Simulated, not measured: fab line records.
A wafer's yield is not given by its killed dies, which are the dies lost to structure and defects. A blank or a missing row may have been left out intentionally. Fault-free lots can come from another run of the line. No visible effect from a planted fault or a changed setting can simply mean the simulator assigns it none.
Chamber matching + flow nand_harc + 4 sister chambers for NHARC_A_SGD_CUT_DESCUM_14 on rie_diel-08
The step chemistry O2, time 3 s. 14 wafers are shown with their chamber, then 7 later ones without.

WAFERS, EACH WITH ITS CHAMBER
| wafer  | chamber | showerhead_plenum_p_Torr (Torr) | rf_vpp_V (V) | oes_product_au (a.u.) |
|--------|---------|---------------------------------|--------------|-----------------------|
| L284.1 | 1       | 2.05                            | 57.6         | 0.998                 |
| L284.3 | 3       | 1.78                            | 57.4         | 0.981                 |
| L284.6 | 0       | 1.84                            | 57.0         | 0.998                 |
| L285.3 | 1       | 2.05                            | 58.2         | 1.001                 |
| L285.4 | 3       | 1.78                            | 57.3         | 0.978                 |
| L285.5 | 3       | 1.78                            | 59.0         | 0.980                 |
| L289.2 | 3       | 1.78                            | 56.8         | 0.983                 |
| L289.3 | 2       | 1.90                            | 58.7         | 0.986                 |
| L289.4 | 1       | 2.05                            | 58.4         | 0.993                 |
| L294.1 | 1       | 2.04                            | 58.9         | 1.010                 |
| L294.3 | 3       | 1.78                            | 56.5         | 0.981                 |
| L294.6 | 0       | 1.84                            | 57.3         | 1.007                 |
| L303.4 | 3       | 1.78                            | 57.3         | 1.000                 |
| L303.5 | 3       | 1.78                            | 56.6         | 0.996                 |

SIGNATURES (means of the wafers above)
| reading                  | chamber 0 | chamber 1 | chamber 2 | chamber 3 | scatter within a chamber |
|--------------------------|-----------|-----------|-----------|-----------|--------------------------|
| showerhead_plenum_p_Torr | 1.8400    | 2.0475    | 1.9000    | 1.7800    | 0.00274                  |
| rf_vpp_V                 | 57.150    | 58.275    | 58.700    | 57.271    | 0.72                     |
| oes_product_au           | 1.00250   | 1.00050   | 0.98600   | 0.98557   | 0.00804                  |
Rule: distance of a wafer from a chamber = root of the sum over the readings of ((wafer's reading minus chamber's mean) / reading's scatter) squared. The wafer belongs to the nearest chamber; if the next one is less than 2 further off, it can't be placed. The scatter: take each reading less its chamber's mean, square it, sum over the shown wafers, divide by the number of wafers less the number of chambers, and take the root.

WAFERS WHOSE CHAMBER IS MISSING
| wafer  | showerhead_plenum_p_Torr (Torr) | rf_vpp_V (V) | oes_product_au (a.u.) |
|--------|---------------------------------|--------------|-----------------------|
| L303.6 | 1.90                            | 58.3         | 0.981                 |
| L306.3 | 1.84                            | 56.7         | 0.996                 |
| L306.5 | 1.78                            | 56.4         | 0.977                 |
| L306.6 | 1.84                            | 57.8         | 0.991                 |
| L307.1 | 2.04                            | 59.2         | 1.015                 |
| L307.2 | 1.78                            | 57.6         | 0.987                 |
| L307.6 | 1.84                            | 58.0         | 1.002                 |

EACH ONE'S CHAMBER
| wafer  | from the rows above | in truth |
|--------|---------------------|----------|
| L303.6 | 2                   | 2        |
| L306.3 | 0                   | 0        |
| L306.5 | 3                   | 3        |
| L306.6 | 0                   | 0        |
| L307.1 | 1                   | 1        |
| L307.2 | 3                   | 3        |
| L307.6 | 0                   | 0        |
Placed correctly: 7 of 7. From these rows, 0 cannot be placed. Wrongly placed: 0.
